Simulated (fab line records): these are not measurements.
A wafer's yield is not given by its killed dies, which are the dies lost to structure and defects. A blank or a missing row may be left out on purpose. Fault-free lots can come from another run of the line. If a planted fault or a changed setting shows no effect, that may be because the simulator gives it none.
Which of the tools did it? || flow n5Finfet || Sampling: 24 lots, 72 wafers, 4 of 1938 route steps

WHAT EACH GAUGE READ, for each wafer
N5_MOL_CONTACT_COAG_INSPECT_10: inspects for defects (brightfield). Usual: rawDefectCount at 70, with a standard deviation of 26.
{"lot": "L074", "measured": "day 4 18:49", "on": "defectInspect-02", "rawDefectCount": "54 46 82", "flag": ""}
{"lot": "L075", "measured": "day 4 21:01", "on": "defectInspect-02", "rawDefectCount": "34 35 33", "flag": ""}
{"lot": "L076", "measured": "day 5 03:36", "on": "defectInspect-01", "rawDefectCount": "63 52 52", "flag": ""}
{"lot": "L077", "measured": "day 5 09:24", "on": "defectInspect-01", "rawDefectCount": "90 71 49", "flag": ""}
{"lot": "L078", "measured": "day 5 19:21", "on": "defectInspect-01", "rawDefectCount": "31 55 46", "flag": ""}
{"lot": "L079", "measured": "day 6 00:22", "on": "defectInspect-02", "rawDefectCount": "46 33 33", "flag": ""}
{"lot": "L080", "measured": "day 6 07:49", "on": "defectInspect-01", "rawDefectCount": "88 68 48", "flag": ""}
{"lot": "L081", "measured": "day 6 09:49", "on": "defectInspect-01", "rawDefectCount": "74 55 79", "flag": ""}
{"lot": "L082", "measured": "day 6 20:01", "on": "defectInspect-02", "rawDefectCount": "31 69 52", "flag": ""}
{"lot": "L083", "measured": "day 7 00:38", "on": "defectInspect-01", "rawDefectCount": "76 87 111", "flag": ""}
{"lot": "L084", "measured": "day 7 02:12", "on": "defectInspect-02", "rawDefectCount": "48 35 78", "flag": ""}
{"lot": "L085", "measured": "day 7 10:30", "on": "defectInspect-01", "rawDefectCount": "45 73 63", "flag": ""}
{"lot": "L086", "measured": "day 7 15:44", "on": "defectInspect-02", "rawDefectCount": "74 41 74", "flag": ""}
{"lot": "L087", "measured": "day 7 21:02", "on": "defectInspect-02", "rawDefectCount": "122 88 111", "flag": ""}
{"lot": "L088", "measured": "day 8 03:04", "on": "defectInspect-01", "rawDefectCount": "95 36 79", "flag": ""}
{"lot": "L089", "measured": "day 8 09:44", "on": "defectInspect-01", "rawDefectCount": "130 73 105", "flag": ""}
{"lot": "L090", "measured": "day 8 14:51", "on": "defectInspect-01", "rawDefectCount": "49 61 87", "flag": ""}
{"lot": "L091", "measured": "day 8 21:56", "on": "defectInspect-01", "rawDefectCount": "73 85 69", "flag": ""}
{"lot": "L092", "measured": "day 9 03:19", "on": "defectInspect-02", "rawDefectCount": "68 54 48", "flag": ""}
{"lot": "L093", "measured": "day 9 12:29", "on": "defectInspect-02", "rawDefectCount": "91 123 73", "flag": ""}
{"lot": "L094", "measured": "day 9 16:43", "on": "defectInspect-01", "rawDefectCount": "88 78 53", "flag": ""}
{"lot": "L095", "measured": "day 9 20:23", "on": "defectInspect-02", "rawDefectCount": "93 79 79", "flag": ""}
{"lot": "L096", "measured": "day 10 09:59", "on": "defectInspect-01", "rawDefectCount": "113 85 105", "flag": ""}
{"lot": "L097", "measured": "day 10 16:22", "on": "defectInspect-01", "rawDefectCount": "97 71 106", "flag": ""}

N5_MOL_CONTACT_COAG_CD_MEAS_84 targets a cd of 25.1 nm. Usual: cdNm at 25.09 nm, with a standard deviation of 0.26.
{"lot": "L074", "measured": "day 5 06:50", "on": "cdSem-02", "cdNm (nm)": "24.98 25.22 24.76", "flag": ""}
{"lot": "L075", "measured": "day 5 08:21", "on": "cdSem-03", "cdNm (nm)": "25.29 25.36 24.96", "flag": ""}
{"lot": "L076", "measured": "day 5 15:07", "on": "cdSem-03", "cdNm (nm)": "25.04 25.02 24.53", "flag": ""}
{"lot": "L077", "measured": "day 5 19:46", "on": "cdSem-02", "cdNm (nm)": "24.86 24.43 24.88", "flag": ""}
{"lot": "L078", "measured": "day 6 05:22", "on": "cdSem-03", "cdNm (nm)": "25.37 24.99 24.92", "flag": ""}
{"lot": "L079", "measured": "day 6 09:34", "on": "cdSem-02", "cdNm (nm)": "24.80 24.94 25.25", "flag": ""}
{"lot": "L080", "measured": "day 6 18:37", "on": "cdSem-02", "cdNm (nm)": "25.07 24.81 25.06", "flag": ""}
{"lot": "L081", "measured": "day 6 19:16", "on": "cdSem-03", "cdNm (nm)": "25.08 24.86 25.26", "flag": ""}
{"lot": "L082", "measured": "day 7 06:01", "on": "cdSem-01", "cdNm (nm)": "24.79 25.43 25.35", "flag": ""}
{"lot": "L083", "measured": "day 7 09:47", "on": "cdSem-01", "cdNm (nm)": "25.42 25.57 25.42", "flag": ""}
{"lot": "L084", "measured": "day 7 12:38", "on": "cdSem-03", "cdNm (nm)": "24.69 25.29 25.41", "flag": ""}
{"lot": "L085", "measured": "day 7 20:19", "on": "cdSem-02", "cdNm (nm)": "25.19 25.39 25.10", "flag": ""}
{"lot": "L086", "measured": "day 8 01:01", "on": "cdSem-01", "cdNm (nm)": "24.44 24.78 25.12", "flag": ""}
{"lot": "L087", "measured": "day 8 06:56", "on": "cdSem-03", "cdNm (nm)": "25.28 24.98 25.15", "flag": ""}
{"lot": "L088", "measured": "day 8 13:52", "on": "cdSem-01", "cdNm (nm)": "25.22 25.59 25.09", "flag": ""}
{"lot": "L089", "measured": "day 8 20:28", "on": "cdSem-01", "cdNm (nm)": "25.30 25.47 25.44", "flag": ""}
{"lot": "L090", "measured": "day 9 01:34", "on": "cdSem-01", "cdNm (nm)": "25.09 24.77 25.09", "flag": ""}
{"lot": "L091", "measured": "day 9 07:35", "on": "cdSem-01", "cdNm (nm)": "25.19 25.21 25.45", "flag": ""}
{"lot": "L092", "measured": "day 9 14:34", "on": "cdSem-02", "cdNm (nm)": "25.08 25.12 24.96", "flag": ""}
{"lot": "L093", "measured": "day 9 21:46", "on": "cdSem-01", "cdNm (nm)": "24.79 24.98 25.00", "flag": ""}
{"lot": "L094", "measured": "day 10 04:10", "on": "cdSem-03", "cdNm (nm)": "25.18 24.96 25.19", "flag": ""}
{"lot": "L095", "measured": "day 10 05:17", "on": "cdSem-03", "cdNm (nm)": "25.27 24.71 25.04", "flag": ""}
{"lot": "L096", "measured": "day 10 18:11", "on": "cdSem-03", "cdNm (nm)": "24.88 25.20 25.09", "flag": ""}
{"lot": "L097", "measured": "day 11 02:28", "on": "cdSem-02", "cdNm (nm)": "25.27 24.97 25.09", "flag": ""}

EACH LOT AND THE TOOL THAT RAN IT (in order: tool; ch and the chambers of the sampled wafers; start)
{"lot": "L074", "N5_GATE_CUT_VAPOR_ETCH_49": "rieMetal-01 ch 0,1, day 4 14:57", "N5_MOL_CONTACT_COAG_PRE_CLEAN_141": "pvdSputter-03, day 4 23:19"}
{"lot": "L075", "N5_GATE_CUT_VAPOR_ETCH_49": "rieMetal-03 ch 0,1, day 4 17:45", "N5_MOL_CONTACT_COAG_PRE_CLEAN_141": "pvdSputter-03, day 5 00:19"}
{"lot": "L076", "N5_GATE_CUT_VAPOR_ETCH_49": "rieMetal-03 ch 1, day 4 23:14", "N5_MOL_CONTACT_COAG_PRE_CLEAN_141": "pvdSputter-03, day 5 09:09"}
{"lot": "L077", "N5_GATE_CUT_VAPOR_ETCH_49": "rieMetal-03 ch 1, day 5 06:03", "N5_MOL_CONTACT_COAG_PRE_CLEAN_141": "pvdSputter-02, day 5 13:38"}
{"lot": "L078", "N5_GATE_CUT_VAPOR_ETCH_49": "rieMetal-02 ch 0,1, day 5 16:07", "N5_MOL_CONTACT_COAG_PRE_CLEAN_141": "pvdSputter-01, day 5 21:26"}
{"lot": "L079", "N5_GATE_CUT_VAPOR_ETCH_49": "rieMetal-02 ch 0,1, day 5 21:05", "N5_MOL_CONTACT_COAG_PRE_CLEAN_141": "pvdSputter-03, day 6 02:50"}
{"lot": "L080", "N5_GATE_CUT_VAPOR_ETCH_49": "rieMetal-02 ch 0,1, day 6 04:11", "N5_MOL_CONTACT_COAG_PRE_CLEAN_141": "pvdSputter-03, day 6 11:24"}
{"lot": "L081", "N5_GATE_CUT_VAPOR_ETCH_49": "rieMetal-01 ch 0, day 6 06:39", "N5_MOL_CONTACT_COAG_PRE_CLEAN_141": "pvdSputter-01, day 6 12:06"}
{"lot": "L082", "N5_GATE_CUT_VAPOR_ETCH_49": "rieMetal-01 ch 0,1, day 6 16:31", "N5_MOL_CONTACT_COAG_PRE_CLEAN_141": "pvdSputter-02, day 6 23:09"}
{"lot": "L083", "N5_GATE_CUT_VAPOR_ETCH_49": "rieMetal-02 ch 0,1, day 6 21:14", "N5_MOL_CONTACT_COAG_PRE_CLEAN_141": "pvdSputter-02, day 7 02:31"}
{"lot": "L084", "N5_GATE_CUT_VAPOR_ETCH_49": "rieMetal-03 ch 0,1, day 6 23:03", "N5_MOL_CONTACT_COAG_PRE_CLEAN_141": "pvdSputter-02, day 7 05:37"}
{"lot": "L085", "N5_GATE_CUT_VAPOR_ETCH_49": "rieMetal-02 ch 0,1, day 7 06:58", "N5_MOL_CONTACT_COAG_PRE_CLEAN_141": "pvdSputter-03, day 7 12:53"}
{"lot": "L086", "N5_GATE_CUT_VAPOR_ETCH_49": "rieMetal-01 ch 0, day 7 12:19", "N5_MOL_CONTACT_COAG_PRE_CLEAN_141": "pvdSputter-01, day 7 18:11"}
{"lot": "L087", "N5_GATE_CUT_VAPOR_ETCH_49": "rieMetal-03 ch 0, day 7 17:37", "N5_MOL_CONTACT_COAG_PRE_CLEAN_141": "pvdSputter-02, day 8 00:48"}
{"lot": "L088", "N5_GATE_CUT_VAPOR_ETCH_49": "rieMetal-01 ch 0, day 7 23:47", "N5_MOL_CONTACT_COAG_PRE_CLEAN_141": "pvdSputter-01, day 8 06:02"}
{"lot": "L089", "N5_GATE_CUT_VAPOR_ETCH_49": "rieMetal-03 ch 0,1, day 8 06:28", "N5_MOL_CONTACT_COAG_PRE_CLEAN_141": "pvdSputter-01, day 8 12:04"}
{"lot": "L090", "N5_GATE_CUT_VAPOR_ETCH_49": "rieMetal-02 ch 0,1, day 8 11:13", "N5_MOL_CONTACT_COAG_PRE_CLEAN_141": "pvdSputter-03, day 8 17:06"}
{"lot": "L091", "N5_GATE_CUT_VAPOR_ETCH_49": "rieMetal-02 ch 0,1, day 8 18:41", "N5_MOL_CONTACT_COAG_PRE_CLEAN_141": "pvdSputter-02, day 9 01:18"}
{"lot": "L092", "N5_GATE_CUT_VAPOR_ETCH_49": "rieMetal-01 ch 0,1, day 9 00:08", "N5_MOL_CONTACT_COAG_PRE_CLEAN_141": "pvdSputter-01, day 9 07:10"}
{"lot": "L093", "N5_GATE_CUT_VAPOR_ETCH_49": "rieMetal-03 ch 0,1, day 9 09:14", "N5_MOL_CONTACT_COAG_PRE_CLEAN_141": "pvdSputter-03, day 9 15:36"}
{"lot": "L094", "N5_GATE_CUT_VAPOR_ETCH_49": "rieMetal-03 ch 0,1, day 9 13:34", "N5_MOL_CONTACT_COAG_PRE_CLEAN_141": "pvdSputter-03, day 9 20:29"}
{"lot": "L095", "N5_GATE_CUT_VAPOR_ETCH_49": "rieMetal-02 ch 0,1, day 9 17:14", "N5_MOL_CONTACT_COAG_PRE_CLEAN_141": "pvdSputter-03, day 9 23:05"}
{"lot": "L096", "N5_GATE_CUT_VAPOR_ETCH_49": "rieMetal-02 ch 0,1, day 10 06:34", "N5_MOL_CONTACT_COAG_PRE_CLEAN_141": "pvdSputter-01, day 10 11:46"}
{"lot": "L097", "N5_GATE_CUT_VAPOR_ETCH_49": "rieMetal-01 ch 0,1, day 10 13:05", "N5_MOL_CONTACT_COAG_PRE_CLEAN_141": "pvdSputter-01, day 10 19:26"}
- N5_GATE_CUT_VAPOR_ETCH_49: etches TiAlC in BCl3/Cl2.
- N5_MOL_CONTACT_COAG_PRE_CLEAN_141: time 60 s.

AS READ BY THE TOOLS THEMSELVES (means over the sampled wafers that have a number; for cases with no such wafer, the mark the record gives instead)
N5_GATE_CUT_VAPOR_ETCH_49. Usual: drypumpMotorCurrentA 5.8 A, standard deviation 0.41; oesProductAu 0.79 a.u., standard deviation 0.11.
{"lot": "L074", "tool": "rieMetal-01", "drypumpMotorCurrentA (A)": 5.6, "oesProductAu (a.u.)": 0.65, "flag": ""}
{"lot": "L075", "tool": "rieMetal-03", "drypumpMotorCurrentA (A)": 5.4, "oesProductAu (a.u.)": 0.82, "flag": ""}
{"lot": "L076", "tool": "rieMetal-03", "drypumpMotorCurrentA (A)": 5.6, "oesProductAu (a.u.)": 0.65, "flag": ""}
{"lot": "L077", "tool": "rieMetal-03", "drypumpMotorCurrentA (A)": 5.6, "oesProductAu (a.u.)": 0.65, "flag": ""}
{"lot": "L078", "tool": "rieMetal-02", "drypumpMotorCurrentA (A)": 6.3, "oesProductAu (a.u.)": 0.87, "flag": ""}
{"lot": "L079", "tool": "rieMetal-02", "drypumpMotorCurrentA (A)": 6.3, "oesProductAu (a.u.)": 0.87, "flag": ""}
{"lot": "L080", "tool": "rieMetal-02", "drypumpMotorCurrentA (A)": 6.3, "oesProductAu (a.u.)": 0.86, "flag": ""}
{"lot": "L081", "tool": "rieMetal-01", "drypumpMotorCurrentA (A)": 5.8, "oesProductAu (a.u.)": 0.75, "flag": ""}
{"lot": "L082", "tool": "rieMetal-01", "drypumpMotorCurrentA (A)": 5.8, "oesProductAu (a.u.)": 0.69, "flag": ""}
{"lot": "L083", "tool": "rieMetal-02", "drypumpMotorCurrentA (A)": 6.1, "oesProductAu (a.u.)": 0.86, "flag": ""}
{"lot": "L084", "tool": "rieMetal-03", "drypumpMotorCurrentA (A)": 5.4, "oesProductAu (a.u.)": 0.81, "flag": ""}
{"lot": "L085", "tool": "rieMetal-02", "drypumpMotorCurrentA (A)": 6.1, "oesProductAu (a.u.)": 0.86, "flag": ""}
{"lot": "L086", "tool": "rieMetal-01", "drypumpMotorCurrentA (A)": 5.9, "oesProductAu (a.u.)": 0.75, "flag": ""}
{"lot": "L087", "tool": "rieMetal-03", "drypumpMotorCurrentA (A)": 5.3, "oesProductAu (a.u.)": 0.89, "flag": ""}
{"lot": "L088", "tool": "rieMetal-01", "drypumpMotorCurrentA (A)": 5.9, "oesProductAu (a.u.)": 0.74, "flag": ""}
{"lot": "L089", "tool": "rieMetal-03", "drypumpMotorCurrentA (A)": 5.5, "oesProductAu (a.u.)": 0.72, "flag": ""}
{"lot": "L090", "tool": "rieMetal-02", "drypumpMotorCurrentA (A)": 6.1, "oesProductAu (a.u.)": 0.84, "flag": ""}
{"lot": "L091", "tool": "rieMetal-02", "drypumpMotorCurrentA (A)": 6.3, "oesProductAu (a.u.)": 0.83, "flag": ""}
{"lot": "L092", "tool": "rieMetal-01", "drypumpMotorCurrentA (A)": 5.7, "oesProductAu (a.u.)": 0.81, "flag": ""}
{"lot": "L093", "tool": "rieMetal-03", "drypumpMotorCurrentA (A)": 5.4, "oesProductAu (a.u.)": 0.80, "flag": ""}
{"lot": "L094", "tool": "rieMetal-03", "drypumpMotorCurrentA (A)": 5.5, "oesProductAu (a.u.)": 0.79, "flag": ""}
{"lot": "L095", "tool": "rieMetal-02", "drypumpMotorCurrentA (A)": 6.3, "oesProductAu (a.u.)": 0.82, "flag": ""}
{"lot": "L096", "tool": "rieMetal-02", "drypumpMotorCurrentA (A)": 6.3, "oesProductAu (a.u.)": 0.82, "flag": ""}
{"lot": "L097", "tool": "rieMetal-01", "drypumpMotorCurrentA (A)": 5.8, "oesProductAu (a.u.)": 0.79, "flag": ""}

N5_MOL_CONTACT_COAG_PRE_CLEAN_141. Usual: heaterPowerW at 480 W, with a standard deviation of 74.
{"lot": "L074", "tool": "pvdSputter-03", "heaterPowerW (W)": 526, "flag": ""}
{"lot": "L075", "tool": "pvdSputter-03", "heaterPowerW (W)": 448, "flag": ""}
{"lot": "L076", "tool": "pvdSputter-03", "heaterPowerW (W)": 523, "flag": ""}
{"lot": "L077", "tool": "pvdSputter-02", "heaterPowerW (W)": 506, "flag": ""}
{"lot": "L078", "tool": "pvdSputter-01", "heaterPowerW (W)": 475, "flag": ""}
{"lot": "L079", "tool": "pvdSputter-03", "heaterPowerW (W)": 449, "flag": ""}
{"lot": "L080", "tool": "pvdSputter-03", "heaterPowerW (W)": 482, "flag": ""}
{"lot": "L081", "tool": "pvdSputter-01", "heaterPowerW (W)": 473, "flag": ""}
{"lot": "L082", "tool": "pvdSputter-02", "heaterPowerW (W)": 456, "flag": ""}
{"lot": "L083", "tool": "pvdSputter-02", "heaterPowerW (W)": 488, "flag": ""}
{"lot": "L084", "tool": "pvdSputter-02", "heaterPowerW (W)": 518, "flag": ""}
{"lot": "L085", "tool": "pvdSputter-03", "heaterPowerW (W)": 558, "flag": ""}
{"lot": "L086", "tool": "pvdSputter-01", "heaterPowerW (W)": 457, "flag": ""}
{"lot": "L087", "tool": "pvdSputter-02", "heaterPowerW (W)": 397, "flag": ""}
{"lot": "L088", "tool": "pvdSputter-01", "heaterPowerW (W)": 465, "flag": ""}
{"lot": "L089", "tool": "pvdSputter-01", "heaterPowerW (W)": 481, "flag": ""}
{"lot": "L090", "tool": "pvdSputter-03", "heaterPowerW (W)": 451, "flag": ""}
{"lot": "L091", "tool": "pvdSputter-02", "heaterPowerW (W)": 459, "flag": ""}
{"lot": "L092", "tool": "pvdSputter-01", "heaterPowerW (W)": 481, "flag": ""}
{"lot": "L093", "tool": "pvdSputter-03", "heaterPowerW (W)": 529, "flag": ""}
{"lot": "L094", "tool": "pvdSputter-03", "heaterPowerW (W)": 553, "flag": ""}
{"lot": "L095", "tool": "pvdSputter-03", "heaterPowerW (W)": 485, "flag": ""}
{"lot": "L096", "tool": "pvdSputter-01", "heaterPowerW (W)": 474, "flag": ""}
{"lot": "L097", "tool": "pvdSputter-01", "heaterPowerW (W)": 494, "flag": ""}

THE ANSWER, worked out from the rows above alone
Rule: a lot is off if the mean of its wafers that have a number lies more than 3 standard deviations from the usual mean. A lot without any number at a reading at which 4 lots or more have one is off too. Where the step has rows for the other lots, those lots are counted as sound. The gauges are gone through in route order, then the tools' own readings, and for those a lot's mean is taken as printed above. At the first step where some lot is off, the reading lying furthest off is the one used; lots without a number count as furthest.
No lot is off at any reading shown: from this, nothing can be told.

WHAT THE SIMULATOR HAD PUT IN
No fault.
